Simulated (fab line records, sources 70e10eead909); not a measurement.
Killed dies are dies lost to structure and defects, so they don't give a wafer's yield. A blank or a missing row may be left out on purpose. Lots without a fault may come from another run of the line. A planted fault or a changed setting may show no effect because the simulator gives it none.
fab line records | flow nand_harc
record lots=5 wafers=15 last_day=32
route steps=1302 shown P_M2@320 END@1302
lots that met no fault: from a run of the same line without faults
start_h: hours from the record's first day to the start of the lot's first wafer shown | wait_h: hours since the lot's step before | " the same as in the row above | L1.1+2: a row that stands for several wafers | - no value, or no start given | * or withheld: withheld | < > ~ a bound
route shown NAME@n: a module of which the file shows steps, and the number in the route of the first | usual: mean/standard deviation of fault-free wafers | same: alike in all rows | chamber/n: place in a boat | sites: the reading at each site | _std_site: their standard deviation | _edge_site: outer sites' mean less inner sites' | radius_mm: how far each site lies from the wafer's centre | mask NAME#n: copy n | behind: the tool/chamber that last shaped the wafer | hold: why the lot was held/for how many hours/how that ended | device: the transistor (n, p or np) that didn't switch | end of line: the same wafers' tests at the end of the route | a step without rows: its recipe alone | killed: dies lost to structure and defects at the first sort, not the wafer's yield | map: a wafer's dies, x killed, . not, _ none there
set.NAME: the setting as run; set.NAME@STEP: as run at that earlier step | model.NAME: the simulator's own value behind a step, which no gauge read
lots at some steps of the route; a table a step, a row a wafer
services: from which hour (start_h, from the record's first day; less than 0 if before it) a tool's chamber was out of use, for how many hours, and why
## steps
# step NHARC_P_M2_HMDS_02
# recipe time_s=30
# step NHARC_P_M2_COAT_34
# recipe temp_c=200 time_s=65
# step NHARC_P_M2_COAT_03
# recipe spin_rpm=1500 resist_thk_nm=90
# step NHARC_P_M2_SOFTBAKE_04
# recipe temp_c=105 time_s=55
# step NHARC_P_M2_EBR_05
# step NHARC_P_M2_EXPOSE_06
# recipe na=1.35 target_cd_nm=170 dose_mj=80.78 mask_id=P_M2
# step NHARC_P_M2_PEB_07
# recipe peb_temp_c=100 peb_time_s=65
# step NHARC_P_M2_DEVELOP_08
# recipe develop_time_s=35 dev_temp_c=23
# step NHARC_P_M2_CD_MEAS_09
# recipe target_cd_nm=170 landing_energy_ev=500
# usual cd_nm=170.0/0.6
# columns lot.wafer tool chamber start_h wait_h cd_nm
L639.2 cd_sem-02 0 180.06 - 169.6
L639.3 " 0 " " 169.1
L639.5 " 0 " " 169.0
L638.1 cd_sem-01 0 180.29 - 170.5
L638.4 " 0 " " 170.5
L638.6 " 0 " " 170.9
L642.2 cd_sem-03 0 210.21 - 170.2
L642.4 " 0 " " 170.2
L642.5 " 0 " " 168.8
L646.3 cd_sem-03 0 247.27 - 169.1
L646.4 " 0 " " 168.8
L646.6 " 0 " " 169.7
L652.2 cd_sem-03 0 315.24 - 169.3
L652.3 " 0 " " 169.5
L652.4 " 0 " " 169.4
# step NHARC_P_M2_OVL_MEAS_10
# recipe pitch_nm=340
# usual overlay_x_nm=0.2/0.74 overlay_y_nm=0.1/1.1
# columns lot.wafer tool chamber start_h wait_h overlay_x_nm overlay_y_nm
L639.2 overlay-01 - 180.15 - 0.1 -1.9
L639.3 " - " " 0.6 -1.8
L639.5 " - " " 0.4 -2.2
L638.1 overlay-02 - 180.38 - 1.1 1.2
L638.4 " - " " 0.9 1.1
L638.6 " - " " 1.2 1.2
L642.2 overlay-02 - 210.29 - 1.6 1.2
L642.4 " - " " 1.3 0.9
L642.5 " - " " 0.6 1.5
L646.3 overlay-01 - 247.35 - -0.1 -1.1
L646.4 " - " " -0.3 -1.0
L646.6 " - " " -0.5 -1.1
L652.2 overlay-01 - 315.33 - 1.1 -0.4
L652.3 " - " " 0.7 -0.6
L652.4 " - " " 0.6 0.0
# step NHARC_P_M2_DESCUM_14
# recipe time_s=3 o2_flow_sccm=200 ar_flow_sccm=0 bias_power_w=0 chemistry=O2
# usual drypump_motor_current_A=5.6/0.5 o2_flow_sccm=200.1/0.64 oes_product_au=1.000/0.0099 rf_vpp_V=58.0/0.85 showerhead_plenum_p_Torr=1.93/0.096 throttle_valve_pct=11.312/0.0093
# columns lot.wafer tool chamber start_h wait_h drypump_motor_current_A o2_flow_sccm oes_product_au rf_hours_counter_h rf_vpp_V showerhead_plenum_p_Torr throttle_valve_pct
L639.3 rie_diel-03 0 180.26 0.1 5.1 199.5 0.997 3.0 59.4 2.02 11.313
L639.2 " 1 " " 5.1 200.5 1.000 2.9 58.5 1.87 11.306
L639.5 " 2 " " 5.2 199.5 0.992 - 57.5 2.05 11.312
L638.4 rie_diel-12 2 180.48 0.1 5.7 200.2 0.994 5.1 58.3 1.86 11.311
L638.1 " 3 " " 5.0 201.0 0.988 4.9 57.6 2.02 11.305
L638.6 " 1 " " 6.3 200.6 1.017 - 59.1 2.04 11.316
L642.2 rie_diel-03 1 210.40 0.1 5.1 201.4 1.002 4.9 57.2 1.87 11.301
L642.4 " 1 " " 5.1 201.2 0.997 - 58.0 1.87 11.297
L642.5 " 2 " " 5.2 199.6 0.999 - 58.9 2.04 11.311
L646.3 rie_diel-06 3 247.45 0.1 6.6 200.0 1.019 7.4 57.9 1.79 11.303
L646.4 " 0 " " 5.6 199.8 1.000 7.5 58.4 1.96 11.311
L646.6 " 3 " " 6.6 200.2 1.019 - 57.8 1.79 11.311
L652.2 rie_diel-12 0 315.42 0.1 6.0 200.0 0.991 1.5 57.8 1.98 11.318
L652.4 " 1 " " 6.3 200.0 1.002 1.5 57.8 2.04 11.318
L652.3 " 3 " " 5.0 200.0 1.022 1.4 58.6 2.02 11.300
# step NHARC_P_M2_ETCH_35
# recipe target_depth_a=400 overetch_a=120 time_s=43.94 ion_energy_ev=200 n2_flow_sccm=150 h2_flow_sccm=150 ar_flow_sccm=0 rf_w=400 bias_w=150 chemistry=N2/H2
# usual drypump_motor_current_A=5.6/0.49 n2_flow_sccm=150.1/0.46 oes_product_au=1.000/0.0099 rf_fwd_power_W=395.2/1.8 rf_vpp_V=430.8/2.9 run_length_s=65.3/0.32 showerhead_plenum_p_Torr=2.05/0.1 throttle_valve_pct=14.172/0.0098
# columns lot.wafer tool chamber start_h wait_h drypump_motor_current_A n2_flow_sccm oes_product_au rf_fwd_power_W rf_hours_counter_h rf_vpp_V run_length_s showerhead_plenum_p_Torr throttle_valve_pct
L639.2 rie_diel-03 3 180.33 0.1 4.9 150.2 1.011 393.9 1.7 432.0 65.0 2.07 14.182
L639.3 " 0 " " 5.1 150.1 0.995 394.1 3.0 432.8 65.3 2.16 14.157
L639.5 " 0 " " 5.1 149.9 0.993 394.0 - 433.3 65.3 2.16 14.178
L638.1 rie_diel-12 3 180.56 0.1 5.0 149.4 1.002 394.0 4.9 433.6 65.2 2.15 14.153
L638.4 " 1 " " 6.3 150.5 1.016 394.5 5.2 434.3 65.4 2.18 14.166
L638.6 " 0 " " 6.0 151.3 0.993 392.9 - 431.0 65.1 2.11 14.155
L642.2 rie_diel-03 2 210.50 0.1 5.2 150.4 1.005 - 5.7 433.7 55.6 2.18 14.167
L642.4 " 1 " " 5.1 149.8 0.999 - - 428.4 55.3 1.99 14.159
L642.5 " 0 " " 5.1 151.5 0.992 - - 434.2 55.7 2.16 14.167
L646.4 rie_diel-06 0 247.54 0.1 5.6 150.2 0.999 396.7 7.5 431.5 65.6 2.09 14.164
L646.3 " 1 " " 5.5 150.3 0.998 395.7 7.8 426.3 65.6 1.90 14.177
L646.6 " 2 " " 5.3 149.7 0.990 393.1 - 427.9 65.2 1.95 14.177
L652.3 rie_diel-12 1 315.51 0.1 6.3 149.9 1.009 393.5 1.6 433.8 65.8 2.18 14.169
L652.2 " 2 " " 5.7 150.1 0.989 394.8 1.2 428.6 64.8 1.97 14.170
L652.4 " 3 " " 5.0 149.4 1.009 395.2 1.4 433.5 65.3 2.15 14.170
# step NHARC_P_M2_ETCH_15
# recipe target_depth_a=1825 time_s=91.2 c4f8_flow_sccm=withheld ar_flow_sccm=400 rf_w=600 bias_w=300 chemistry=C4F8/Ar
# usual oes_product_au=0.945/0.023 rf_fwd_power_W=595.9/1.8 rf_vpp_V=441/3.1 run_length_s=112.5/0.33
# columns lot.wafer tool chamber start_h wait_h oes_product_au rf_fwd_power_W rf_hours_counter_h rf_vpp_V run_length_s
L639.2 rie_diel-03 1 - - 0.928 594.1 2.9 440 112.1
L639.3 " 3 " " 0.931 594.0 1.8 441 112.4
L639.5 " 2 " " 0.923 597.5 - 445 112.9
L638.4 rie_diel-12 2 - - 0.939 594.5 5.1 440 112.1
L638.1 " 0 " " 0.949 596.3 1.1 442 112.3
L638.6 " 2 " " 0.936 595.4 - 438 112.6
L642.2 rie_diel-03 1 - - 0.927 597.6 4.9 440 112.6
L642.4 " 2 " " 0.920 598.0 - 445 112.5
L642.5 " 0 " " 0.918 595.3 - 444 112.4
L646.3 rie_diel-06 0 - - 0.928 596.9 7.5 442 112.9
L646.4 " 1 " " 0.918 600.4 7.9 436 112.1
L646.6 " 2 " " 0.921 593.0 - 438 112.7
L652.2 rie_diel-12 2 - - 0.959 592.0 1.2 440 111.9
L652.4 " 3 " " 0.987 593.5 1.4 443 112.1
L652.3 " 1 " " 0.958 594.7 1.6 446 112.6
# step NHARC_END_SORT_01
# recipe temp_c=25
# usual killed_at_array=53/19 killed_at_other=0.8/1.2 killed_at_periphery=3.7/2.3 killed_dies=57/19 killed_open=3.2/1.7 killed_short=2.6/1.8
# same gross_dies=677
# columns lot.wafer tool chamber start_h wait_h killed_at_array killed_at_other killed_at_periphery killed_dies killed_open killed_short
L642.2 prober-01 0 641.63 2.8 74 1 18 93 2 5
L642.4 prober-01 0 643.21 3.4 67 1 22 90 5 6
L642.5 prober-01 0 644.00 3.7 74 2 15 91 4 1
# killed by level:class
L642.2 A_SLIT:chamber_film_flake=32 A_CHANNEL_HOLE_D1:chamber_film_flake=24 P_STI:unspecified=11 A_BONDPAD:chamber_film_flake=5 P_BONDPAD:chamber_film_flake=4 A_CHANNEL_HOLE_D2:chamber_film_flake=4 A_BLC:chamber_film_flake=2 P_CONTACT:geometric_particle:short=1
L642.4 A_SLIT:chamber_film_flake=28 A_CHANNEL_HOLE_D1:chamber_film_flake=17 P_STI:unspecified=13 A_CHANNEL_HOLE_D2:chamber_film_flake=8 A_DECK1_JOINT:chamber_film_flake=5 P_BONDPAD:chamber_film_flake=4 P_CONTACT:geometric_particle:open=2 A_CONTACT:geometric_particle:short=2
L642.5 A_CHANNEL_HOLE_D1:chamber_film_flake=28 A_SLIT:chamber_film_flake=24 P_STI:unspecified=9 A_CHANNEL_HOLE_D2:chamber_film_flake=9 A_ZERO_WELL:chamber_film_flake=3 P_BONDPAD:chamber_film_flake=2 A_DECK1_JOINT:chamber_film_flake=2 A_CONTACT:chamber_film_flake=2
# map L642.2 (x killed, . not)
____________.____________
_________......._________
_______....xx....._______
______x...........x______
_____.........x....._____
____..............x..____
____.................____
___.....x.............___
___...................___
__...................x.__
__..................xx.__
_....................x.._
_....................x.._
_......x................_
_......x...............x_
_...x.................x._
.......x.......x.........
xx..x...............x.xx.
x.x.x...x...........x....
..xxxxxxx...........x.x..
xx..xx..............xxxxx
_x...xxx............x.x._
_.x.xxxx..x........xxx.._
_...xxxx.............xx._
_.x....xx............xx._
_x.xxx...............xxx_
__x.xxx.....xx.xx......__
__...x.................__
___.......x.........x.___
___...................___
____.................____
____.................____
_____..............._____
______.............______
_______..........._______
_________......x_________
____________.____________
# map L639.2 (x killed, . not)
____________.____________
_________......._________
_______..........._______
______.............______
_____..............._____
____.................____
____.....x...........____
___...................___
___......x.x..........___
__......x.x........x...__
__.....................__
_......x.x.............._
_.x....................._
_......................._
_......................._
_................x......_
.x...x............x......
.........................
......................xx.
.....xxx.................
....x........x...........
_......................._
_...x...............x..._
_.x.x..................._
_...x.x.........x......._
_.x....x................_
__xx...................__
__.....................__
___...................___
___...................___
____.................____
____.................____
_____....x.........._____
______.............______
_______.x........._______
_________......._________
____________.____________
## services
# columns tool chamber start_h hours kind
rie_diel-06 0 158.18 2.5 repair
rie_diel-03 0 160.21 - clean
rie_diel-03 1 160.21 - clean
rie_diel-03 2 160.21 - clean
rie_diel-03 3 160.21 - clean
rie_diel-06 2 173.26 16.1 repair
rie_diel-12 0 173.95 - clean
rie_diel-12 1 173.95 - clean
rie_diel-12 2 173.95 - clean
rie_diel-12 3 173.95 - clean
rie_diel-06 0 181.63 3.9 repair
rie_diel-03 0 184.71 - clean
rie_diel-03 1 184.71 - clean
rie_diel-03 2 184.71 - clean
rie_diel-03 3 184.71 - clean
rie_diel-12 0 198.45 - clean
rie_diel-03 3 201.22 13.0 repair
rie_diel-06 3 213.73 5.2 repair
rie_diel-12 0 225.00 9.4 repair
rie_diel-12 - 268.41 9.0 pm
rie_diel-03 2 273.95 14.5 repair
rie_diel-03 - 303.35 9.0 pm
rie_diel-12 2 303.82 6.4 repair
rie_diel-06 - 307.20 9.0 pm
## key
first_sign step=NHARC_P_M2_ETCH_35 reading=run_length_s direction=down sigmas=30 usual=* struck=*
effect step=NHARC_END_SORT_01 reading=killed_at_periphery direction=up sigmas=6.3 usual=3.7 struck=18.3
met_at NHARC_P_M2_ETCH_35
struck_wafers L642.2,L642.4,L642.5
tester_left_out L642
onset_between 180.33 210.50
earlier_fault kind=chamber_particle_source tool=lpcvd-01 chamber=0 onset_h=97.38 steps=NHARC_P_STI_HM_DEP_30 rate_per_visit_cm2=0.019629
fault kind=process_parameter_drift tool=rie_diel-03 chamber=- onset_h=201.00 steps=NHARC_P_M2_ETCH_35 channel=time_s offset=* shape=step acts_in=* stated=*
# tester_left_out: of these lots the tester's yield and bins aren't shown, on N5 and GAA mostly nor the transistor test; their killed dies are dies lost to structure and defects alone, not to doping, threshold or leakage, so they don't give the yield
